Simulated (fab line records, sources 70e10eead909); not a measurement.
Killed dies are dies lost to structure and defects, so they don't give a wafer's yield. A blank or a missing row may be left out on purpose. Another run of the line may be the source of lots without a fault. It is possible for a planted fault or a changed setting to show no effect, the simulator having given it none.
Which of the tools did it? || flow nandHarc || Sampling: 12 lots, 34 wafers, 5 of 1159 route steps

## WHAT THE GAUGES SHOWED, per wafer
NHARC_P_M1_CD_MEAS_09: the cd target is 130 nm. Usual: 129.1 nm for cdNm, sd 0.92.
{"lot": "L480", "measured": "day 6 10:38", "on": "cdSem-03", "cdNm (nm)": "127.7 128.8 128.0", "flag": ""}
{"lot": "L482", "measured": "day 6 17:30", "on": "cdSem-02", "cdNm (nm)": "128.2 129.5 128.8", "flag": ""}
{"lot": "L487", "measured": "day 7 20:29", "on": "cdSem-03", "cdNm (nm)": "129.6 129.3 129.7", "flag": ""}
{"lot": "L486", "measured": "day 7 21:13", "on": "cdSem-02", "cdNm (nm)": "128.6 130.7 128.9", "flag": ""}
{"lot": "L488", "measured": "day 8 08:31", "on": "cdSem-01", "cdNm (nm)": "128.5 128.1 128.5", "flag": ""}
{"lot": "L490", "measured": "day 8 09:05", "on": "cdSem-02", "cdNm (nm)": "129.7 129.7 128.5", "flag": ""}
{"lot": "L493", "measured": "day 9 06:15", "on": "cdSem-01", "cdNm (nm)": "129.3 128.0 129.5", "flag": ""}
{"lot": "L494", "measured": "day 9 09:20", "on": "cdSem-03", "cdNm (nm)": "129.1 130.1 129.5", "flag": ""}
{"lot": "L495", "measured": "day 10 00:41", "on": "cdSem-01", "cdNm (nm)": "129.9 130.2 130.1", "flag": ""}
{"lot": "L499", "measured": "day 10 19:05", "on": "cdSem-01", "cdNm (nm)": 130.6, "flag": ""}
{"lot": "L502", "measured": "day 11 06:04", "on": "cdSem-03", "cdNm (nm)": "129.1 128.0 128.6", "flag": ""}
{"lot": "L503", "measured": "day 11 17:14", "on": "cdSem-03", "cdNm (nm)": "129.9 128.4 130.8", "flag": ""}

NHARC_END_SORT_01. Usual: defectLimitedYield 95.5 %, standard deviation 1.4; killedAtArray 26, standard deviation 9.1; killedAtOther 0.7, standard deviation 0.9; killedAtPeriphery 3.6, standard deviation 2.8; killedDies 30, standard deviation 9.2; killedOpen 3.0, standard deviation 1.9; killedShort 2.0, standard deviation 1.4; sort_bin_2_pct 1.4 %, standard deviation 0.6; sort_bin_3_pct 0.23 %, standard deviation 0.17; sort_bin_4_pct 2.8 %, standard deviation 0.92; sortNPass 647, standard deviation 9.2; sortRimYieldPct 95.9 %, standard deviation 2.1; sortYieldPct 95.5 %, standard deviation 1.4.
{"lot": "L480", "measured": "day 19 20:22", "on": "prober-02", "defectLimitedYield (%)": "97.5 96.8 96.3", "killedAtArray": "15 17 22", "killedAtOther": "0 0 0", "killedAtPeriphery": "2 5 3", "killedDies": "17 22 25", "killedOpen": "1 4 6", "killedShort": "1 3 3", "sort_bin_2_pct (%)": "0.6 0.7 0.4", "sort_bin_3_pct (%)": "0 0 0.30", "sort_bin_4_pct (%)": "1.9 2.5 3.0", "sortNPass": "660 655 652", "sortRimYieldPct (%)": "98.1 95.3 96.2", "sortYieldPct (%)": "97.5 96.8 96.3", "flag": ""}
{"lot": "L482", "measured": "day 20 12:47", "on": "prober-01", "defectLimitedYield (%)": "95.6 96.3 95.7", "killedAtArray": "25 18 23", "killedAtOther": "0 0 0", "killedAtPeriphery": "5 7 6", "killedDies": "30 25 29", "killedOpen": "4 2 0", "killedShort": "3 2 3", "sort_bin_2_pct (%)": "1.2 1.0 1.0", "sort_bin_3_pct (%)": "0.15 0.30 0.30", "sort_bin_4_pct (%)": "3.1 2.4 3.0", "sortNPass": "647 652 648", "sortRimYieldPct (%)": "92.5 95.3 95.3", "sortYieldPct (%)": "95.6 96.3 95.7", "flag": ""}
{"lot": "L487", "measured": "day 21 01:43", "on": "prober-02", "defectLimitedYield (%)": "96.2 96.3 95.0", "killedAtArray": "23 21 23", "killedAtOther": "1 3 5", "killedAtPeriphery": "2 1 6", "killedDies": "26 25 34", "killedOpen": "4 3 3", "killedShort": "3 0 2", "sort_bin_2_pct (%)": "1.3 0.9 1.8", "sort_bin_3_pct (%)": "0.15 0.30 0", "sort_bin_4_pct (%)": "2.4 2.5 3.2", "sortNPass": "651 652 643", "sortRimYieldPct (%)": "96.2 98.1 93.4", "sortYieldPct (%)": "96.2 96.3 95.0", "flag": ""}
{"lot": "L486", "measured": "day 21 01:45", "on": "prober-01", "defectLimitedYield (%)": "96.9 97.8 97.5", "killedAtArray": "16 9 14", "killedAtOther": "2 2 1", "killedAtPeriphery": "3 4 2", "killedDies": "21 15 17", "killedOpen": "0 0 3", "killedShort": "2 1 0", "sort_bin_2_pct (%)": "1.0 0.4 0.6", "sort_bin_3_pct (%)": "0.30 0.15 0", "sort_bin_4_pct (%)": "1.8 1.6 1.9", "sortNPass": "656 662 660", "sortRimYieldPct (%)": "97.2 96.2 99.1", "sortYieldPct (%)": "96.9 97.8 97.5", "flag": ""}
{"lot": "L488", "measured": "day 21 17:14", "on": "prober-01", "defectLimitedYield (%)": "96.5 94.7 96.9", "killedAtArray": "22 30 18", "killedAtOther": "0 3 1", "killedAtPeriphery": "2 3 2", "killedDies": "24 36 21", "killedOpen": "3 3 3", "killedShort": "0 3 1", "sort_bin_2_pct (%)": "1.6 1.6 0.6", "sort_bin_3_pct (%)": "0.15 0.15 0.30", "sort_bin_4_pct (%)": "1.8 3.5 2.2", "sortNPass": "653 641 656", "sortRimYieldPct (%)": "98.1 89.6 96.2", "sortYieldPct (%)": "96.5 94.7 96.9", "flag": ""}
{"lot": "L490", "measured": "day 21 11:52", "on": "prober-01", "defectLimitedYield (%)": "95.4 96.0 96.8", "killedAtArray": "26 26 18", "killedAtOther": "1 0 1", "killedAtPeriphery": "4 1 3", "killedDies": "31 27 22", "killedOpen": "8 3 3", "killedShort": "0 2 2", "sort_bin_2_pct (%)": "0.7 1.3 1.2", "sort_bin_3_pct (%)": "0.15 0.30 0.15", "sort_bin_4_pct (%)": "3.7 2.4 1.9", "sortNPass": "646 650 655", "sortRimYieldPct (%)": "93.4 96.2 96.2", "sortYieldPct (%)": "95.4 96.0 96.8", "flag": ""}
{"lot": "L493", "measured": "day 22 08:23", "on": "prober-02", "defectLimitedYield (%)": "95.7 94.7 95.6", "killedAtArray": "24 32 30", "killedAtOther": "0 0 0", "killedAtPeriphery": "5 4 0", "killedDies": "29 36 30", "killedOpen": "7 5 6", "killedShort": "3 2 1", "sort_bin_2_pct (%)": "1.3 1.5 1.6", "sort_bin_3_pct (%)": "0.30 0.30 0.74", "sort_bin_4_pct (%)": "2.7 3.5 2.1", "sortNPass": "648 641 647", "sortRimYieldPct (%)": "96.2 95.3 96.2", "sortYieldPct (%)": "95.7 94.7 95.6", "flag": ""}
{"lot": "L494", "measured": "day 22 08:22", "on": "prober-01", "defectLimitedYield (%)": "95.0 94.8 94.8", "killedAtArray": "32 33 31", "killedAtOther": "1 0 1", "killedAtPeriphery": "1 2 3", "killedDies": "34 35 35", "killedOpen": "1 2 1", "killedShort": "3 1 2", "sort_bin_2_pct (%)": "1.0 1.8 1.3", "sort_bin_3_pct (%)": "0.44 0 0.15", "sort_bin_4_pct (%)": "3.5 3.4 3.7", "sortNPass": "643 642 642", "sortRimYieldPct (%)": "92.5 93.4 98.1", "sortYieldPct (%)": "95.0 94.8 94.8", "flag": ""}
{"lot": "L495", "measured": "day 24 09:44", "on": "prober-01", "defectLimitedYield (%)": "94.5 96.5 95.1", "killedAtArray": "26 16 22", "killedAtOther": "0 0 1", "killedAtPeriphery": "11 8 10", "killedDies": "37 24 33", "killedOpen": "4 2 1", "killedShort": "0 3 1", "sort_bin_2_pct (%)": "1.8 0.7 0.9", "sort_bin_3_pct (%)": "0.30 0.30 0", "sort_bin_4_pct (%)": "3.4 2.5 4.0", "sortNPass": "640 653 644", "sortRimYieldPct (%)": "96.2 96.2 96.2", "sortYieldPct (%)": "94.5 96.5 95.1", "flag": ""}
{"lot": "L499", "measured": "day 25 01:31", "on": "prober-01", "defectLimitedYield (%)": 91.9, "killedAtArray": 50, "killedAtOther": 0, "killedAtPeriphery": 5, "killedDies": 55, "killedOpen": 2, "killedShort": 2, "sort_bin_2_pct (%)": 4.1, "sort_bin_3_pct (%)": 0.15, "sort_bin_4_pct (%)": 3.8, "sortNPass": 622, "sortRimYieldPct (%)": 87.7, "sortYieldPct (%)": 91.9, "flag": "OFF"}
{"lot": "L502", "measured": "day 25 01:19", "on": "prober-02", "defectLimitedYield (%)": "95.7 95.9 94.7", "killedAtArray": "19 19 22", "killedAtOther": "1 0 1", "killedAtPeriphery": "9 9 13", "killedDies": "29 28 36", "killedOpen": "5 3 2", "killedShort": "1 0 2", "sort_bin_2_pct (%)": "1.3 1.2 1.3", "sort_bin_3_pct (%)": "0 0.15 0.30", "sort_bin_4_pct (%)": "3.0 2.8 3.7", "sortNPass": "648 649 641", "sortRimYieldPct (%)": "98.1 92.5 96.2", "sortYieldPct (%)": "95.7 95.9 94.7", "flag": ""}
{"lot": "L503", "measured": "day 25 10:38", "on": "prober-02", "defectLimitedYield (%)": "92.9 95.6 96.0", "killedAtArray": "44 24 27", "killedAtOther": "1 0 0", "killedAtPeriphery": "3 6 0", "killedDies": "48 30 27", "killedOpen": "4 2 3", "killedShort": "5 4 0", "sort_bin_2_pct (%)": "2.4 1.9 1.5", "sort_bin_3_pct (%)": "0.44 0.30 0.30", "sort_bin_4_pct (%)": "4.3 2.2 2.2", "sortNPass": "629 647 650", "sortRimYieldPct (%)": "91.5 95.3 94.3", "sortYieldPct (%)": "92.9 95.6 96.0", "flag": ""}

## TOOL THAT RAN EACH LOT (tool first, then ch and the chambers of the sampled wafers, then the start)
{"lot": "L480", "NHARC_P_M1_ETCH_15": "rieDiel-11 ch 0,1,2, day 6 10:59", "NHARC_P_M1_ETCH_28": "rieDiel-10 ch 0,2,3, day 19 20:22 or earlier", "NHARC_P_M1_PRE_CLEAN_30": "pvdSputter-03, day 19 20:22 or earlier"}
{"lot": "L482", "NHARC_P_M1_ETCH_15": "rieDiel-11 ch 0,1, day 6 17:52", "NHARC_P_M1_ETCH_28": "rieDiel-10 ch 0,1,2, day 20 12:47 or earlier", "NHARC_P_M1_PRE_CLEAN_30": "pvdSputter-02, day 20 12:47 or earlier"}
{"lot": "L487", "NHARC_P_M1_ETCH_15": "rieDiel-12 ch 2,3, day 7 20:53", "NHARC_P_M1_ETCH_28": "rieDiel-10 ch 1,2,3, day 21 01:43 or earlier", "NHARC_P_M1_PRE_CLEAN_30": "pvdSputter-02, day 21 01:43 or earlier"}
{"lot": "L486", "NHARC_P_M1_ETCH_15": "rieDiel-11 ch 1,2, day 7 21:35", "NHARC_P_M1_ETCH_28": "rieDiel-12 ch 1,2,3, day 21 01:45 or earlier", "NHARC_P_M1_PRE_CLEAN_30": "pvdSputter-02, day 21 01:45 or earlier"}
{"lot": "L488", "NHARC_P_M1_ETCH_15": "rieDiel-11 ch 0,3, day 8 08:52", "NHARC_P_M1_ETCH_28": "rieDiel-12 ch 0,1, day 21 17:14 or earlier", "NHARC_P_M1_PRE_CLEAN_30": "pvdSputter-01, day 21 17:14 or earlier"}
{"lot": "L490", "NHARC_P_M1_ETCH_15": "rieDiel-11 ch 0,1,2, day 8 09:26", "NHARC_P_M1_ETCH_28": "rieDiel-12 ch 0,3, day 21 11:52 or earlier", "NHARC_P_M1_PRE_CLEAN_30": "pvdSputter-02, day 21 11:52 or earlier"}
{"lot": "L493", "NHARC_P_M1_ETCH_15": "rieDiel-12 ch 0,2,3, day 9 06:37", "NHARC_P_M1_ETCH_28": "rieDiel-10 ch 0,1,2, day 22 08:23 or earlier", "NHARC_P_M1_PRE_CLEAN_30": "pvdSputter-03, day 22 08:23 or earlier"}
{"lot": "L494", "NHARC_P_M1_ETCH_15": "rieDiel-10 ch 0,1,3, day 9 09:43", "NHARC_P_M1_ETCH_28": "rieDiel-12 ch 0,1,3, day 22 08:22 or earlier", "NHARC_P_M1_PRE_CLEAN_30": "pvdSputter-03, day 22 08:22 or earlier"}
{"lot": "L495", "NHARC_P_M1_ETCH_15": "rieDiel-12 ch 0,1,3, day 10 01:03", "NHARC_P_M1_ETCH_28": "rieDiel-10 ch 0,3, day 24 09:44 or earlier", "NHARC_P_M1_PRE_CLEAN_30": "pvdSputter-02, day 24 09:44 or earlier"}
{"lot": "L499", "NHARC_P_M1_ETCH_15": "rieDiel-10 ch 3, day 10 19:28", "NHARC_P_M1_ETCH_28": "rieDiel-11 ch 1, day 25 01:31 or earlier", "NHARC_P_M1_PRE_CLEAN_30": "pvdSputter-01, day 25 01:31 or earlier"}
{"lot": "L502", "NHARC_P_M1_ETCH_15": "rieDiel-11 ch 1,2,3, day 11 06:26", "NHARC_P_M1_ETCH_28": "rieDiel-12 ch 0,2,3, day 25 01:19 or earlier", "NHARC_P_M1_PRE_CLEAN_30": "pvdSputter-03, day 25 01:19 or earlier"}
{"lot": "L503", "NHARC_P_M1_ETCH_15": "rieDiel-12 ch 0,2, day 11 17:36", "NHARC_P_M1_ETCH_28": "rieDiel-11 ch 2,3, day 25 10:38 or earlier", "NHARC_P_M1_PRE_CLEAN_30": "pvdSputter-01, day 25 10:38 or earlier"}
- NHARC_P_M1_ETCH_15: etches the open film in C4F8/Ar, target depth 182.5 nm, time 91.2 s.
- NHARC_P_M1_ETCH_28: etches the open film in CF4/N2, target depth 30 nm, time 72.99 s.
- NHARC_P_M1_PRE_CLEAN_30: time 30 s.

## AS READ BY THE TOOLS THEMSELVES (means over the sampled wafers that have a number; for cases with no such wafer, the mark the record gives instead)
NHARC_P_M1_ETCH_15. Usual: oesProductAu 0.950 a.u., standard deviation 0.024; rfVppV 441.4 V, standard deviation 2.5.
{"lot": "L480", "tool": "rieDiel-11", "oesProductAu (a.u.)": 0.920, "rfVppV (V)": 440.5, "flag": ""}
{"lot": "L482", "tool": "rieDiel-11", "oesProductAu (a.u.)": 0.960, "rfVppV (V)": 441.4, "flag": ""}
{"lot": "L487", "tool": "rieDiel-12", "oesProductAu (a.u.)": 0.932, "rfVppV (V)": 441.9, "flag": ""}
{"lot": "L486", "tool": "rieDiel-11", "oesProductAu (a.u.)": 0.970, "rfVppV (V)": 441.1, "flag": ""}
{"lot": "L488", "tool": "rieDiel-11", "oesProductAu (a.u.)": 0.921, "rfVppV (V)": 443.8, "flag": ""}
{"lot": "L490", "tool": "rieDiel-11", "oesProductAu (a.u.)": 0.956, "rfVppV (V)": 440.6, "flag": ""}
{"lot": "L493", "tool": "rieDiel-12", "oesProductAu (a.u.)": 0.940, "rfVppV (V)": 442.3, "flag": ""}
{"lot": "L494", "tool": "rieDiel-10", "oesProductAu (a.u.)": 0.960, "rfVppV (V)": 441.4, "flag": ""}
{"lot": "L495", "tool": "rieDiel-12", "oesProductAu (a.u.)": 0.968, "rfVppV (V)": 442.0, "flag": ""}
{"lot": "L499", "tool": "rieDiel-10", "oesProductAu (a.u.)": 0.855, "rfVppV (V)": 442.8, "flag": "OFF"}
{"lot": "L502", "tool": "rieDiel-11", "oesProductAu (a.u.)": 0.978, "rfVppV (V)": 441.7, "flag": ""}
{"lot": "L503", "tool": "rieDiel-12", "oesProductAu (a.u.)": 0.962, "rfVppV (V)": 443.8, "flag": ""}

NHARC_P_M1_ETCH_28. Usual: drypumpMotorCurrentA 5.9 A, standard deviation 0.45; oesProductAu 1.002 a.u., standard deviation 0.012; rfVppV 314.8 V, standard deviation 2; showerheadPlenumPTorr 2.67 Torr, standard deviation 0.1; throttleValvePct 19.795 %, standard deviation 0.0099.
{"lot": "L480", "tool": "rieDiel-10", "drypumpMotorCurrentA (A)": 6.1, "oesProductAu (a.u.)": 0.999, "rfVppV (V)": 316.2, "showerheadPlenumPTorr (Torr)": 2.72, "throttleValvePct (%)": 19.796, "flag": ""}
{"lot": "L482", "tool": "rieDiel-10", "drypumpMotorCurrentA (A)": 5.9, "oesProductAu (a.u.)": 0.991, "rfVppV (V)": 314.6, "showerheadPlenumPTorr (Torr)": 2.64, "throttleValvePct (%)": 19.795, "flag": ""}
{"lot": "L487", "tool": "rieDiel-10", "drypumpMotorCurrentA (A)": 5.7, "oesProductAu (a.u.)": 1.004, "rfVppV (V)": 314.3, "showerheadPlenumPTorr (Torr)": 2.62, "throttleValvePct (%)": 19.798, "flag": ""}
{"lot": "L486", "tool": "rieDiel-12", "drypumpMotorCurrentA (A)": 6.0, "oesProductAu (a.u.)": 1.014, "rfVppV (V)": 313.5, "showerheadPlenumPTorr (Torr)": 2.61, "throttleValvePct (%)": 19.797, "flag": ""}
{"lot": "L488", "tool": "rieDiel-12", "drypumpMotorCurrentA (A)": 5.8, "oesProductAu (a.u.)": 1.009, "rfVppV (V)": 315.8, "showerheadPlenumPTorr (Torr)": 2.71, "throttleValvePct (%)": 19.801, "flag": ""}
{"lot": "L490", "tool": "rieDiel-12", "drypumpMotorCurrentA (A)": 5.6, "oesProductAu (a.u.)": 1.014, "rfVppV (V)": 316.3, "showerheadPlenumPTorr (Torr)": 2.76, "throttleValvePct (%)": 19.790, "flag": ""}
{"lot": "L493", "tool": "rieDiel-10", "drypumpMotorCurrentA (A)": 5.9, "oesProductAu (a.u.)": 1.002, "rfVppV (V)": 314.9, "showerheadPlenumPTorr (Torr)": 2.64, "throttleValvePct (%)": 19.783, "flag": ""}
{"lot": "L494", "tool": "rieDiel-12", "drypumpMotorCurrentA (A)": 5.8, "oesProductAu (a.u.)": 1.012, "rfVppV (V)": 315.0, "showerheadPlenumPTorr (Torr)": 2.68, "throttleValvePct (%)": 19.789, "flag": ""}
{"lot": "L495", "tool": "rieDiel-10", "drypumpMotorCurrentA (A)": 5.8, "oesProductAu (a.u.)": 0.990, "rfVppV (V)": 317.1, "showerheadPlenumPTorr (Torr)": 2.75, "throttleValvePct (%)": 19.792, "flag": ""}
{"lot": "L499", "tool": "rieDiel-11", "drypumpMotorCurrentA (A)": 5.7, "oesProductAu (a.u.)": 1.017, "rfVppV (V)": 314.1, "showerheadPlenumPTorr (Torr)": 2.65, "throttleValvePct (%)": 19.798, "flag": ""}
{"lot": "L502", "tool": "rieDiel-12", "drypumpMotorCurrentA (A)": 5.8, "oesProductAu (a.u.)": 1.008, "rfVppV (V)": 315.7, "showerheadPlenumPTorr (Torr)": 2.72, "throttleValvePct (%)": 19.790, "flag": ""}
{"lot": "L503", "tool": "rieDiel-11", "drypumpMotorCurrentA (A)": 5.5, "oesProductAu (a.u.)": 1.010, "rfVppV (V)": 315.9, "showerheadPlenumPTorr (Torr)": 2.71, "throttleValvePct (%)": 19.808, "flag": ""}

NHARC_P_M1_PRE_CLEAN_30. Usual: 404 W for heaterPowerW, sd 40.
{"lot": "L480", "tool": "pvdSputter-03", "heaterPowerW (W)": 356, "flag": ""}
{"lot": "L482", "tool": "pvdSputter-02", "heaterPowerW (W)": 409, "flag": ""}
{"lot": "L487", "tool": "pvdSputter-02", "heaterPowerW (W)": 405, "flag": ""}
{"lot": "L486", "tool": "pvdSputter-02", "heaterPowerW (W)": 406, "flag": ""}
{"lot": "L488", "tool": "pvdSputter-01", "heaterPowerW (W)": 432, "flag": ""}
{"lot": "L490", "tool": "pvdSputter-02", "heaterPowerW (W)": 421, "flag": ""}
{"lot": "L493", "tool": "pvdSputter-03", "heaterPowerW (W)": 388, "flag": ""}
{"lot": "L494", "tool": "pvdSputter-03", "heaterPowerW (W)": 361, "flag": ""}
{"lot": "L495", "tool": "pvdSputter-02", "heaterPowerW (W)": 410, "flag": ""}
{"lot": "L499", "tool": "pvdSputter-01", "heaterPowerW (W)": 401, "flag": ""}
{"lot": "L502", "tool": "pvdSputter-03", "heaterPowerW (W)": 403, "flag": ""}
{"lot": "L503", "tool": "pvdSputter-01", "heaterPowerW (W)": 423, "flag": ""}

## THE ANSWER, worked out from the rows above alone
Rule: lot off if the mean of its wafers having a number is beyond 3 standard deviations from the usual mean. Also off: a lot with no number at a reading for which 4 or more lots have one. Any other lot the step has rows for is counted as sound. After the gauges, taken in route order, come the tools' own readings; for these a lot's mean is taken, as printed above. The first step at which some lot is off is used, and at that step the reading that is off furthest; a lot without a number counts as furthest.
Off at NHARC_END_SORT_01 (sort_bin_2_pct): L499.
A tool fits if, at a process step before that reading, it ran every lot that is off, and no sound lot after the first of them. The gauges at NHARC_END_SORT_01 aren't tried: what is off there is off at NHARC_P_M1_ETCH_15 too, on other tools, and a gauge's error can't cause that. Because NHARC_P_M1_ETCH_28 lacks a start for some lots, the hours and order of its lots are taken from NHARC_END_SORT_01. Because NHARC_P_M1_PRE_CLEAN_30 lacks a start for some lots, the hours and order of its lots are taken from NHARC_END_SORT_01. One fits: NHARC_P_M1_ETCH_15 on rieDiel-10. A fault onset in the window from L494 (day 9 09:43, its last sound lot) to L499 (day 10 19:28, its first lot off) fits.
The tool's own readings at NHARC_P_M1_ETCH_15 bear it out: on the lots that are off they differ by more than 5 times the standard deviation of the sound lots' means. oesProductAu reads 0.855 a.u. there against 0.952 a.u. on the sound lots.

## WHAT THE SIMULATOR HAD INSERTED
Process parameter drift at NHARC_P_M1_ETCH_15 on rieDiel-10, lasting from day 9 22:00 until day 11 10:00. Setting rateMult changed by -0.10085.
Shown lots that were struck: L499. Same finding as the rule above.
